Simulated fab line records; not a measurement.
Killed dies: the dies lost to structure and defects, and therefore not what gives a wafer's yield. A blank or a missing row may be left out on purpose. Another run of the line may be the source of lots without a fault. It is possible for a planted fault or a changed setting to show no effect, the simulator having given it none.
fab line records ; flow n5_finfet
record lots=7; wafers=39
route steps=1938 shown WELL_APT@26 FIN_SAQP@110 SD_EPI_P@321 HKMG_FIN@448 BEOL_M1@814 BEOL_M3@1002 BEOL_M4@1024 BEOL_M6@1212 BEOL_M8@1398 BEOL_M9@1461 BEOL_M14@1751 PASSIVATION@1915
start_h: start of the lot's first displayed wafer, in hours after the record's first day ; wait_h: hours elapsed since this lot's preceding step ; " repeats the value in the row above ; L1.1+2: several wafers, shown together as one row ; - value missing, or start not given ; * or withheld: withheld ; < > ~ a bound
route shown NAME@n: a module of which the file shows steps, and the number in the route of the first ; usual: the fault-free wafers' mean and standard deviation ; same: alike in all rows ; chamber/n: place in a boat ; sites: the reading at each site ; _std_site: the standard deviation of these ; _edge_site: inner sites' mean taken away from outer sites' mean ; radius_mm: how far each site lies from the wafer's centre ; mask NAME#n: copy n ; behind: the last tool/chamber to shape the wafer ; hold: why the lot was held/for how many hours/how that ended ; device: whichever transistor did not switch (one of n, p or np) ; end of line: at the end of the route, the tests of the same wafers ; a step given without rows: its recipe and nothing more ; killed: dies that structure and defects cost at the first sort, which is not the same as the wafer's yield ; map: dies across one wafer; x = killed, . = not, _ = none there
set.NAME: the setting as run; set.NAME@STEP: as run at that earlier step ; model.NAME: the simulator's own value behind a step, which no gauge read
lots with deliberately changed settings; one table per step, one row per wafer
## steps
# step N5_WELL_APT_DEVELOP_07
# recipe develop_time_s=45; rinse_liquid=surfactant_rinse; dry=air_spin; dev_temp_c=21
# step N5_FIN_SAQP_DEVELOP_15
# recipe develop_time_s=30; developer=TMAH; resist=CAR-ArF; dev_temp_c=23; rinse_liquid=diw; dry=air_spin
# step N5_SD_EPI_P_EPI_21
# recipe material=SiGe:B; dopant=B; temp_c=550; pressure_torr=20; ambient=H2; time_s=355
# step N5_HKMG_FIN_NWFM_ALD_20
# recipe material=TiAlC; target_thk_a=20; temp_c=300; ald_precursor_family=TiCl4; ald_co_reactant=TEA; pulse_time_s=3; purge_time_s=2; co_reactant_purge_time_s=2; co_reactant_pulse_time_s=10; ald_cycles=7; pressure_torr=3
# step N5_BEOL_M1_SPUTTER_48
# recipe material=Cu; target_thk_a=45; temp_c=-20; chamber_pressure_pa=0.07; power_w=withheld; time_s=8.29
# step N5_BEOL_M3_SPUTTER_88
# step N5_BEOL_M4_HM_DEP_02
# recipe material=TiN; target_thk_a=200; temp_c=25; chamber_pressure_pa=0.49996
# step N5_BEOL_M6_ETCH_62
# recipe chemistry=N2/H2; target=SOC; target_depth_a=1100; overetch_a=220; mask_material=SiARC; temp_c=40; time_s=165; ion_energy_ev=200; pressure_mtorr=30; source_w=840; bias_w=150; n2_flow_sccm=200; h2_flow_sccm=200
# step N5_BEOL_M8_DEP_56
# recipe material=SiCN; target_thk_a=100; temp_c=withheld; precursor=3MS/NH3; pressure_torr=3; rf_w=202; time_s=17.5
# step N5_BEOL_M9_SPUTTER_48
# recipe material=Cu; target_thk_a=120; temp_c=-20; bias_v=60; power_w=26000; chamber_pressure_pa=0.13; time_s=2
# step N5_BEOL_M14_ETCH_68
# recipe chemistry=N2/H2; target=SOC; mask_material=SiARC; source_w=3000; bias_w=350; temp_c=40; time_s=450; ion_energy_ev=200; pressure_mtorr=30; n2_flow_sccm=200; h2_flow_sccm=200
# step N5_BEOL_M14_DEP_53
# recipe material=SiCN; target_thk_a=500; temp_c=withheld; precursor=3MS/NH3; pressure_torr=3; rf_w=675; time_s=17.8
# step N5_PASSIVATION_PECVD_53
# recipe material=SiO2; target_thk_a=8000; temp_c=400; precursor=TEOS/O2; pressure_torr=6.5; rf_w=withheld; teos_flow_sccm=withheld; gas=O2; flow_sccm=2650; time_s=169.4
# step N5_PASSIVATION_PROBE_49
# usual sort_bin_6_memory=3.2/0.6
lot.wafer;tool;chamber;start_h;wait_h;set.develop_time_s@WELL_APT_DEVELOP_07;set.develop_time_s@FIN_SAQP_DEVELOP_15;set.time_s@SD_EPI_P_EPI_21;set.ald_cycles@HKMG_FIN_NWFM_ALD_20;set.time_s@BEOL_M1_SPUTTER_48;set.target_thk_a@BEOL_M3_SPUTTER_88;set.target_thk_a@BEOL_M4_HM_DEP_02;set.time_s@BEOL_M6_ETCH_62;set.time_s@BEOL_M8_DEP_56;set.target_thk_a@BEOL_M9_SPUTTER_48;set.time_s@BEOL_M14_ETCH_68;set.time_s@BEOL_M14_DEP_53;set.time_s@PASSIVATION_PECVD_53;sort_bin_6_memory[%]
L077.1;prober-02;-;298.30;0.0;45;47.8;215.2;7;8.29;53.7;200;125.6;17.5;120;551.7;17.8;169.4;3.3
L077.2;prober-02;-;298.35;0.1;45;30;355;7;8.29;45;200;165;17.5;53.58;450;14.59;169.4;6.9
L077.3;prober-02;-;298.40;0.1;45;47.8;355;7;3.627;45;200;125.6;17.5;53.58;551.7;17.8;210;7.7
L077.4;prober-02;-;298.45;0.2;24.34;30;355;7;3.627;53.7;235.9;125.6;17.5;53.58;450;14.59;210;8.0
L077.5;prober-02;-;298.50;0.2;24.34;30;215.2;7;8.29;45;235.9;165;17.5;120;551.7;14.59;169.4;2.9
L077.6;prober-02;-;298.55;0.3;24.34;47.8;215.2;7;3.627;53.7;235.9;165;17.5;120;450;17.8;210;2.7
L080.1;prober-01;-;316.82;0.1;45;35.62;475.1;7;3.734;45;200;92.72;11.73;54.42;574;17.8;169.4;8.3
L080.2;prober-01;-;316.87;0.1;57.97;35.62;475.1;7;8.29;20.5;147;165;17.5;54.42;450;17.8;169.4;7.5
L080.3;prober-01;-;316.92;0.2;57.97;30;355;7;8.29;45;147;92.72;11.73;120;450;7.763;169.4;4.1
L080.4;prober-01;-;316.97;0.2;45;30;475.1;9;8.29;20.5;200;92.72;17.5;54.42;574;7.763;209.3;7.5
L080.5;prober-01;-;317.02;0.3;45;30;355;9;3.734;20.5;147;165;11.73;120;574;7.763;209.3;3.6
L080.6;prober-01;-;317.07;0.3;57.97;35.62;355;9;3.734;45;200;165;17.5;120;450;17.8;209.3;3.3
L082.1;prober-02;-;332.73;0.0;53.68;30;355;7;6.309;45;154.4;233.4;17.5;120;450;7.32;169.4;4.0
L082.2;prober-02;-;332.78;0.1;45;30;253.7;7;8.29;45;200;233.4;17.5;120;450;17.8;217.7;3.6
L082.3;prober-02;-;332.83;0.1;53.68;44.65;253.7;7;8.29;45;154.4;165;12.68;120;450;17.8;169.4;3.6
L082.4;prober-02;-;332.88;0.2;53.68;44.65;253.7;7;6.309;45;154.4;233.4;12.68;161.7;450;7.32;217.7;3.2
L082.5;prober-02;-;332.93;0.2;45;44.65;355;7;8.29;45;200;165;17.5;161.7;450;17.8;169.4;3.6
L082.6;prober-02;-;332.98;0.3;45;30;355;7;6.309;45;200;165;12.68;161.7;450;7.32;217.7;3.6
L084.3;prober-01;-;368.88;0.1;45;30;355;7;8.29;45;200;165;17.5;120;450;17.8;169.4;2.3
L084.4;prober-01;-;368.93;0.2;45;30;355;7;8.29;45;200;165;17.5;120;450;17.8;169.4;2.7
L084.6;prober-01;-;369.03;0.3;45;30;355;7;8.29;45;200;165;17.5;120;450;17.8;169.4;3.4
L088.1;prober-02;-;370.75;0.0;55.27;30;456.2;7;3.841;37.55;200;165;17.5;88.6;450;17.8;121.5;3.9
L088.2;prober-02;-;370.80;0.1;45;30;456.2;7;3.841;45;166.5;165;17.5;88.6;450;27.91;169.4;3.5
L088.3;prober-02;-;370.85;0.1;55.27;46.79;355;3;3.841;45;200;165;17.5;120;529.9;17.8;169.4;4.1
L088.4;prober-02;-;370.90;0.2;55.27;46.79;355;7;8.29;37.55;166.5;165;17.5;120;450;27.91;169.4;3.6
L088.5;prober-02;-;370.95;0.2;45;30;355;3;8.29;45;200;165;17.5;88.6;529.9;27.91;121.5;2.5
L088.6;prober-02;-;371.00;0.3;45;46.79;456.2;3;8.29;37.55;166.5;165;17.5;120;529.9;17.8;121.5;2.5
L089.1;prober-02;-;380.76;0.0;45;30;489.1;10;13.2;45;135.4;139.8;17.5;120;450;17.8;169.4;3.0
L089.2;prober-02;-;380.81;0.1;21.99;41.62;355;7;8.29;45;135.4;139.8;17.5;120;599.1;9.756;169.4;3.9
L089.3;prober-02;-;380.86;0.1;21.99;30;489.1;7;8.29;45;200;165;21.43;120;599.1;17.8;169.4;3.5
L089.4;prober-02;-;380.91;0.2;45;41.62;355;10;13.2;45;200;165;17.5;120;450;9.756;169.4;2.9
L089.5;prober-02;-;380.96;0.2;45;30;355;7;13.2;45;200;139.8;21.43;120;599.1;9.756;169.4;3.1
L089.6;prober-02;-;381.01;0.3;21.99;41.62;489.1;10;8.29;45;135.4;165;21.43;120;450;17.8;169.4;3.1
L095.1;prober-02;-;415.01;0.0;45;40.58;355;9;8.29;45;168.7;165;17.5;120;450;17.8;169.4;3.1
L095.2;prober-02;-;415.06;0.1;45;30;541.2;9;8.29;60.38;200;234.9;17.5;139.3;450;17.8;169.4;3.8
L095.3;prober-02;-;415.11;0.1;28.33;40.58;541.2;7;8.29;45;200;234.9;21.46;120;284.7;17.8;169.4;3.6
L095.4;prober-02;-;415.16;0.2;28.33;40.58;355;7;8.29;60.38;168.7;234.9;21.46;139.3;284.7;17.8;169.4;2.5
L095.5;prober-02;-;415.21;0.2;28.33;30;355;9;8.29;45;200;165;21.46;139.3;450;17.8;169.4;3.1
L095.6;prober-02;-;415.26;0.3;45;30;541.2;7;8.29;60.38;168.7;165;17.5;120;284.7;17.8;169.4;3.8
# killed by level:class
L077.1 BEOL_M6:area_etch=462 MOL_CONTACT_COAG:geometric_particle:open=10 BEOL_M0_SAQP:geometric_particle:short=10 STI_FIN_REVEAL:geometric_particle:open=7 BEOL_M4:geometric_particle:open=7 BEOL_M0_SAQP:geometric_particle:open=7 BEOL_M6:geometric_particle:open=7 BEOL_M1:geometric_particle:open=6
L077.2 BEOL_M9:interface_void_opened=140 BEOL_M0_SAQP:geometric_particle:short=14 MOL_CONTACT_COAG:geometric_particle:open=10 BEOL_M0_SAQP:geometric_particle:open=10 FIN_SAQP:geometric_particle:open=7 FIN_SAQP:geometric_particle:short=7 BEOL_M4:geometric_particle:open=5 BEOL_M1:geometric_particle:open=4
L077.3 PASSIVATION:area_pecvd=913 BEOL_M9:interface_void_opened=167 BEOL_M6:area_etch=17 STI_FIN_REVEAL:geometric_particle:open=11 FIN_SAQP:geometric_particle:short=8 MOL_CONTACT_COAG:geometric_particle:open=7 FIN_SAQP:geometric_particle:open=6 BEOL_M3:geometric_particle:open=5
L077.4 PASSIVATION:area_pecvd=619 BEOL_M6:area_etch=309 BEOL_M9:interface_void_opened=165 BEOL_M0_SAQP:geometric_particle:open=14 STI_FIN_REVEAL:geometric_particle:open=10 BEOL_M0_SAQP:geometric_particle:short=10 FIN_SAQP:geometric_particle:short=7 BEOL_M1:geometric_particle:open=7
L077.5 BEOL_M0_SAQP:geometric_particle:short=11 BEOL_M0_SAQP:geometric_particle:open=8 STI_FIN_REVEAL:geometric_particle:open=6 BEOL_M1:geometric_particle:open=6 DUMMY_GATE:geometric_particle:open=5 FIN_SAQP:geometric_particle:short=4 STI_FIN_REVEAL:geometric_particle:short=4 BEOL_M5:geometric_particle:open=4
L077.6 PASSIVATION:area_pecvd=1081 BEOL_M0_SAQP:geometric_particle:open=12 FIN_SAQP:geometric_particle:short=9 BEOL_M0_SAQP:geometric_particle:short=9 BEOL_M1:geometric_particle:open=8 MOL_CONTACT_COAG:geometric_particle:open=8 FIN_SAQP:geometric_particle:open=5 BEOL_M1:interface_void_opened=5
L080.1 BEOL_M6:area_etch=908 BEOL_M9:interface_void_opened=148 STI_FIN_REVEAL:geometric_particle:open=21 MOL_CONTACT_COAG:geometric_particle:open=15 BEOL_M0_SAQP:geometric_particle:short=10 STI_FIN_REVEAL:geometric_particle:short=9 DUMMY_GATE:geometric_particle:open=9 BEOL_M0_SAQP:geometric_particle:open=9
L080.2 BEOL_M9:interface_void_opened=140 MOL_CONTACT_COAG:geometric_particle:open=12 STI_FIN_REVEAL:geometric_particle:open=9 BEOL_M0_SAQP:geometric_particle:open=8 BEOL_M2:geometric_particle:open=8 BEOL_M2:geometric_particle:short=6 BEOL_M0_SAQP:geometric_particle:short=5 BEOL_M3:geometric_particle:open=5
L080.3 BEOL_M6:area_etch=1073 BEOL_M0_SAQP:geometric_particle:open=17 STI_FIN_REVEAL:geometric_particle:open=13 BEOL_M0_SAQP:geometric_particle:short=10 MOL_CONTACT_COAG:geometric_particle:open=9 FIN_SAQP:geometric_particle:short=8 DUMMY_GATE:geometric_particle:open=5 BEOL_M2:geometric_particle:open=5
L080.4 BEOL_M6:area_etch=939 BEOL_M9:interface_void_opened=156 STI_FIN_REVEAL:geometric_particle:open=17 BEOL_M0_SAQP:geometric_particle:open=7 BEOL_M2:geometric_particle:open=7 FIN_SAQP:geometric_particle:open=4 FIN_SAQP:geometric_particle:short=4 BEOL_M0_SAQP:geometric_particle:short=4
L080.5 PASSIVATION:area_pecvd=1063 STI_FIN_REVEAL:geometric_particle:open=22 BEOL_M0_SAQP:geometric_particle:short=18 BEOL_M0_SAQP:geometric_particle:open=10 MOL_CONTACT_COAG:geometric_particle:open=7 BEOL_M1:geometric_particle:open=7 STI_FIN_REVEAL:geometric_particle:short=5 BEOL_M3:geometric_particle:open=4
L080.6 PASSIVATION:area_pecvd=1060 STI_FIN_REVEAL:geometric_particle:open=17 MOL_CONTACT_COAG:geometric_particle:open=10 FIN_SAQP:geometric_particle:short=9 BEOL_M0_SAQP:geometric_particle:open=8 BEOL_M0_SAQP:geometric_particle:short=8 BEOL_M1:geometric_particle:open=7 BEOL_M2:geometric_particle:open=6
L082.1 FIN_SAQP:geometric_particle:open=19 MOL_CONTACT_COAG:geometric_particle:open=14 BEOL_M1:geometric_particle:open=12 FIN_SAQP:geometric_particle:short=9 STARTING-WAFER:geometric_particle:open=5 STI_FIN_REVEAL:geometric_particle:open=4 ILD0:geometric_particle:open=4 BEOL_M0_SAQP:geometric_particle:open=4
L082.2 PASSIVATION:area_pecvd=1076 BEOL_M2:geometric_particle:open=17 MOL_CONTACT_COAG:geometric_particle:open=10 BEOL_M1:geometric_particle:open=9 BEOL_M0_SAQP:geometric_particle:short=6 FIN_SAQP:geometric_particle:short=5 FIN_SAQP:geometric_particle:open=5 BEOL_M1:geometric_particle:short=5
L082.3 MOL_CONTACT_COAG:geometric_particle:open=12 BEOL_M3:geometric_particle:open=12 FIN_SAQP:geometric_particle:short=8 FIN_SAQP:geometric_particle:open=8 STI_FIN_REVEAL:geometric_particle:open=8 BEOL_M1:geometric_particle:open=8 DUMMY_GATE:geometric_particle:open=7 BEOL_M2:geometric_particle:open=5
L082.4 PASSIVATION:area_pecvd=1069 BEOL_M1:geometric_particle:open=12 DUMMY_GATE:geometric_particle:open=11 MOL_CONTACT_COAG:geometric_particle:open=10 FIN_SAQP:geometric_particle:open=9 ILD0:geometric_particle:short=6 FIN_SAQP:geometric_particle:short=5 BEOL_M0_SAQP:geometric_particle:short=5
L082.5 MOL_CONTACT_COAG:geometric_particle:open=13 BEOL_M2:geometric_particle:open=11 STI_FIN_REVEAL:geometric_particle:open=9 BEOL_M1:geometric_particle:open=8 FIN_SAQP:geometric_particle:open=6 BEOL_M0_SAQP:geometric_particle:open=6 FIN_SAQP:geometric_particle:short=6 DUMMY_GATE:geometric_particle:open=5
L082.6 PASSIVATION:area_pecvd=1072 FIN_SAQP:geometric_particle:open=13 BEOL_M1:geometric_particle:open=12 FIN_SAQP:geometric_particle:short=10 BEOL_M2:geometric_particle:open=6 ILD0:geometric_particle:short=6 MOL_CONTACT_COAG:geometric_particle:open=6 BEOL_M0_SAQP:geometric_particle:open=6
L084.3 BEOL_M3:geometric_particle:open=14 FIN_SAQP:geometric_particle:short=9 HKMG_FIN:area_etch=6 DUMMY_GATE:geometric_particle:open=5 BEOL_M0_SAQP:geometric_particle:short=5 BEOL_M0_SAQP:geometric_particle:open=5 BEOL_M2:geometric_particle:open=5 DUMMY_GATE:geometric_particle:short=4
L084.4 BEOL_M3:geometric_particle:open=17 FIN_SAQP:geometric_particle:short=10 MOL_CONTACT_COAG:geometric_particle:open=5 BEOL_M0_SAQP:geometric_particle:open=5 GATE_CUT:geometric_particle:short=4 BEOL_M0:geometric_particle:short=4 BEOL_M2:geometric_particle:open=4 BEOL_M3:geometric_particle:short=4
L084.6 BEOL_M3:geometric_particle:open=9 BEOL_M0_SAQP:geometric_particle:short=8 STI_FIN_REVEAL:geometric_particle:open=6 BEOL_M0_SAQP:geometric_particle:open=6 MOL_CONTACT_COAG:geometric_particle:open=6 GATE_CUT:geometric_particle:short=5 STARTING-WAFER:geometric_particle:open=5 BEOL_M4:geometric_particle:open=4
L088.1 MOL_CONTACT_COAG:geometric_particle:open=24 FIN_SAQP:geometric_particle:open=8 FIN_SAQP:geometric_particle:short=8 BEOL_M0_SAQP:geometric_particle:open=8 BEOL_M0_SAQP:geometric_particle:short=8 STI_FIN_REVEAL:geometric_particle:open=6 GATE_CUT:geometric_particle:short=6 MOL_CONTACT_COAG:geometric_particle:short=6
L088.2 BEOL_M2:geometric_particle:open=12 BEOL_M3:geometric_particle:open=11 BEOL_M9:interface_void_opened=10 BEOL_M4:geometric_particle:open=9 FIN_SAQP:geometric_particle:short=8 BEOL_M0_SAQP:geometric_particle:open=7 BEOL_M1:interface_void_opened=6 HKMG_FIN:area_etch=6
L088.3 BEOL_M3:geometric_particle:open=23 STI_FIN_REVEAL:geometric_particle:open=14 MOL_CONTACT_COAG:geometric_particle:open=9 DUMMY_GATE:geometric_particle:open=9 BEOL_M0_SAQP:geometric_particle:open=9 HKMG_FIN:area_etch=8 BEOL_M0_SAQP:geometric_particle:short=5 DUMMY_GATE:geometric_particle:short=4
L088.4 BEOL_M3:geometric_particle:open=12 BEOL_M0_SAQP:geometric_particle:open=9 FIN_SAQP:geometric_particle:short=8 FIN_SAQP:geometric_particle:open=6 MOL_CONTACT_COAG:geometric_particle:open=6 MOL_CONTACT_COAG:geometric_particle:short=5 BEOL_M0_SAQP:geometric_particle:short=5 GATE_CUT:geometric_particle:short=4
L088.5 BEOL_M2:geometric_particle:open=8 FIN_SAQP:geometric_particle:short=8 STI_FIN_REVEAL:geometric_particle:open=8 BEOL_M9:interface_void_opened=8 BEOL_M0_SAQP:geometric_particle:short=5 BEOL_M1:geometric_particle:open=5 MOL_CONTACT_COAG:geometric_particle:open=4 BEOL_M3:geometric_particle:open=4
L088.6 BEOL_M3:geometric_particle:open=19 MOL_CONTACT_COAG:geometric_particle:open=8 BEOL_M1:geometric_particle:open=6 STI_FIN_REVEAL:geometric_particle:short=5 STI_FIN_REVEAL:geometric_particle:open=5 BEOL_M0_SAQP:geometric_particle:open=5 BEOL_M4:geometric_particle:open=5 DUMMY_GATE:geometric_particle:open=4
L089.1 FIN_SAQP:geometric_particle:open=14 FIN_SAQP:geometric_particle:short=11 DUMMY_GATE:geometric_particle:open=8 BEOL_M3:geometric_particle:open=8 MOL_CONTACT_COAG:geometric_particle:open=6 BEOL_M0_SAQP:geometric_particle:open=5 BEOL_M0_SAQP:geometric_particle:short=4 BEOL_M1:geometric_particle:short=4
L089.2 BEOL_M4:geometric_particle:open=14 FIN_SAQP:geometric_particle:open=13 BEOL_M0_SAQP:geometric_particle:short=10 FIN_SAQP:geometric_particle:short=9 BEOL_M0_SAQP:geometric_particle:open=8 BEOL_M1:geometric_particle:open=6 BEOL_M1:geometric_particle:short=6 BEOL_M4:geometric_particle:short=6
L089.3 BEOL_M2:geometric_particle:open=16 GATE_CUT:geometric_particle:short=7 BEOL_M4:geometric_particle:open=7 BEOL_M4:geometric_particle:short=7 FIN_SAQP:geometric_particle:open=5 BEOL_M0_SAQP:geometric_particle:open=5 ILD0:geometric_particle:short=4 BEOL_M1:geometric_particle:open=4
L089.4 BEOL_M1:geometric_particle:short=15 MOL_CONTACT_COAG:geometric_particle:open=12 BEOL_M2:geometric_particle:open=12 BEOL_M3:geometric_particle:open=9 STI_FIN_REVEAL:geometric_particle:open=6 DUMMY_GATE:geometric_particle:open=6 BEOL_M0:geometric_particle:open=5 FIN_SAQP:geometric_particle:open=4
L089.5 FIN_SAQP:geometric_particle:open=10 MOL_CONTACT_COAG:geometric_particle:open=10 BEOL_M3:geometric_particle:open=9 DUMMY_GATE:geometric_particle:open=8 GATE_CUT:geometric_particle:short=8 BEOL_M0_SAQP:geometric_particle:short=6 STARTING-WAFER:geometric_particle:short=5 BEOL_M0_SAQP:geometric_particle:open=5
L089.6 BEOL_M1:geometric_particle:short=13 MOL_CONTACT_COAG:geometric_particle:open=12 FIN_SAQP:geometric_particle:open=8 BEOL_M1:geometric_particle:open=7 DUMMY_GATE:geometric_particle:open=6 BEOL_M4:geometric_particle:open=6 GATE_CUT:geometric_particle:short=5 FIN_SAQP:geometric_particle:short=4
L095.1 FIN_SAQP:geometric_particle:short=12 MOL_CONTACT_COAG:geometric_particle:open=12 FIN_SAQP:geometric_particle:open=9 BEOL_M0_SAQP:geometric_particle:open=6 MOL_CONTACT_COAG:geometric_particle:short=5 BEOL_M4:geometric_particle:open=5 BEOL_M0_SAQP:geometric_particle:short=4 BEOL_M3:geometric_particle:open=3
L095.2 BEOL_M0_SAQP:geometric_particle:open=16 FIN_SAQP:geometric_particle:short=15 MOL_CONTACT_COAG:geometric_particle:open=10 BEOL_M3:geometric_particle:open=10 FIN_SAQP:geometric_particle:open=9 BEOL_M0_SAQP:geometric_particle:short=7 BEOL_M2:geometric_particle:open=7 BEOL_M1:geometric_particle:open=5
L095.3 STI_FIN_REVEAL:geometric_particle:open=15 BEOL_M2:geometric_particle:open=13 MOL_CONTACT_COAG:geometric_particle:open=11 FIN_SAQP:geometric_particle:short=8 BEOL_M4:geometric_particle:open=7 FIN_SAQP:geometric_particle:open=6 BEOL_M0_SAQP:geometric_particle:short=6 BEOL_M0_SAQP:geometric_particle:open=5
L095.4 MOL_CONTACT_COAG:geometric_particle:open=18 FIN_SAQP:geometric_particle:short=10 BEOL_M0_SAQP:geometric_particle:short=9 BEOL_M0_SAQP:geometric_particle:open=8 BEOL_M2:geometric_particle:open=7 STI_FIN_REVEAL:geometric_particle:open=6 FIN_SAQP:geometric_particle:open=5 BEOL_M3:geometric_particle:open=5
L095.5 FIN_SAQP:geometric_particle:open=16 FIN_SAQP:geometric_particle:short=14 STI_FIN_REVEAL:geometric_particle:open=10 MOL_CONTACT_COAG:geometric_particle:open=7 BEOL_M3:geometric_particle:open=7 BEOL_M4:geometric_particle:open=6 DUMMY_GATE:geometric_particle:open=5 GATE_CUT:geometric_particle:short=5
L095.6 FIN_SAQP:geometric_particle:open=16 FIN_SAQP:geometric_particle:short=11 BEOL_M0_SAQP:geometric_particle:open=9 STI_FIN_REVEAL:geometric_particle:open=8 BEOL_M0_SAQP:geometric_particle:short=8 STARTING-WAFER:geometric_particle:short=6 MOL_CONTACT_COAG:geometric_particle:open=4 BEOL_M3:geometric_particle:open=4
## key
split step=N5_WELL_APT_DEVELOP_07; setting=develop_time_s; stated_as=45
response none clear
split step=N5_FIN_SAQP_DEVELOP_15; setting=develop_time_s; stated_as=30
response none clear
split step=N5_SD_EPI_P_EPI_21; setting=time_s; stated_as=355
response none clear
split step=N5_HKMG_FIN_NWFM_ALD_20; setting=ald_cycles; stated_as=7
response none clear
split step=N5_BEOL_M1_SPUTTER_48; setting=time_s; stated_as=8.29
response none clear
split step=N5_BEOL_M3_SPUTTER_88; setting=target_thk_a; stated_as=45
response none clear
split step=N5_BEOL_M4_HM_DEP_02; setting=target_thk_a; stated_as=200
response none clear
split step=N5_BEOL_M6_ETCH_62; setting=time_s; stated_as=165
response none clear
split step=N5_BEOL_M8_DEP_56; setting=time_s; stated_as=17.5
response none clear
split step=N5_BEOL_M9_SPUTTER_48; setting=target_thk_a; stated_as=120
response step=N5_PASSIVATION_PROBE_49; reading=sort_bin_6_memory; slope=-0.0548; per=1%; together_with=all; explained=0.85
split step=N5_BEOL_M14_ETCH_68; setting=time_s; stated_as=450
response none clear
split step=N5_BEOL_M14_DEP_53; setting=time_s; stated_as=17.8
response none clear
split step=N5_PASSIVATION_PECVD_53; setting=time_s; stated_as=169.4
response none clear
